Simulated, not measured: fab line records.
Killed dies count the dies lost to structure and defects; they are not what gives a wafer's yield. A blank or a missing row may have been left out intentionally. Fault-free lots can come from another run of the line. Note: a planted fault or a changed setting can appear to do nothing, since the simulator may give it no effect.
Which of the tools did it? -- flow nand_harc -- 7 lots, 21 wafers sampled, at 5 steps of a route of 1302

## WHAT THE GAUGES SHOWED, per wafer
NHARC_END_SORT_01.
lot,measured,on,killed_at_other
L377,day 29 22:13,prober-02,1 1 1
L384,day 34 06:47,prober-02,0 0 0

## WHICH TOOL RAN EACH LOT (tool, then ch and the chambers of the sampled wafers, then the start)
lot,NHARC_P_STI_HDPCVD_20,NHARC_THIN_TSV_PVD_51,NHARC_THIN_TSV_DEGAS_53,NHARC_THIN_TSV_PRE_CLEAN_54
L363,"hdpcvd-01 ch 0,1, day 3 15:47","pvd_sputter-03, day 24 14:45 or earlier","pvd_sputter-02, day 24 14:45","pvd_sputter-02, day 24 14:49"
L365,"hdpcvd-01 ch 0,1, day 4 10:04","pvd_sputter-03, day 24 13:24 or earlier","pvd_sputter-02, day 24 13:24","pvd_sputter-02, day 24 13:28"
L368,"hdpcvd-01 ch 0,1, day 5 18:26","pvd_sputter-02, day 26 05:47 or earlier","pvd_sputter-02, day 26 05:47","pvd_sputter-02, day 26 05:51"
L372,"hdpcvd-01 ch 0,1, day 7 06:19","pvd_sputter-03, day 28 04:41 or earlier","pvd_sputter-01, day 28 04:41","pvd_sputter-01, day 28 04:47"
L375,"hdpcvd-01 ch 0, day 8 16:31","pvd_sputter-01, day 29 18:59 or earlier","pvd_sputter-01, day 29 18:59","pvd_sputter-01, day 29 19:05"
L377,"hdpcvd-01 ch 1, day 9 11:07","pvd_sputter-03, day 29 12:01 or earlier","pvd_sputter-01, day 29 12:01","pvd_sputter-01, day 29 12:07"
L384,"hdpcvd-01 ch 0,1, day 12 10:35","pvd_sputter-03, day 33 14:25 or earlier","pvd_sputter-02, day 33 14:25","pvd_sputter-02, day 33 14:29"
- NHARC_P_STI_HDPCVD_20: deposits SiO2.
- NHARC_THIN_TSV_PVD_51: deposits Cu, target thk 100 nm.
- NHARC_THIN_TSV_DEGAS_53: time 60 s.
- NHARC_THIN_TSV_PRE_CLEAN_54: time 30 s.

## THE ANSWER, worked out from the rows above alone
Rule: what is usual is taken from the lots themselves. The widest of any qualifying gaps counts: lots, ordered by their means at a reading, are off when they make up no more than a third of the lots, leave a main group of 4 or more, and stand apart from it by 3 or more times the standard deviation of that group's means. If all means in a main group match to the digits the tables above print for the reading, that group is not used. A lot without any number at a reading at which 4 lots or more have one is off too. All remaining lots with rows at the step are treated as sound.
No lot is off on any of the readings shown, so nothing can be concluded from this.

## WHAT THE SIMULATOR HAD PUT IN
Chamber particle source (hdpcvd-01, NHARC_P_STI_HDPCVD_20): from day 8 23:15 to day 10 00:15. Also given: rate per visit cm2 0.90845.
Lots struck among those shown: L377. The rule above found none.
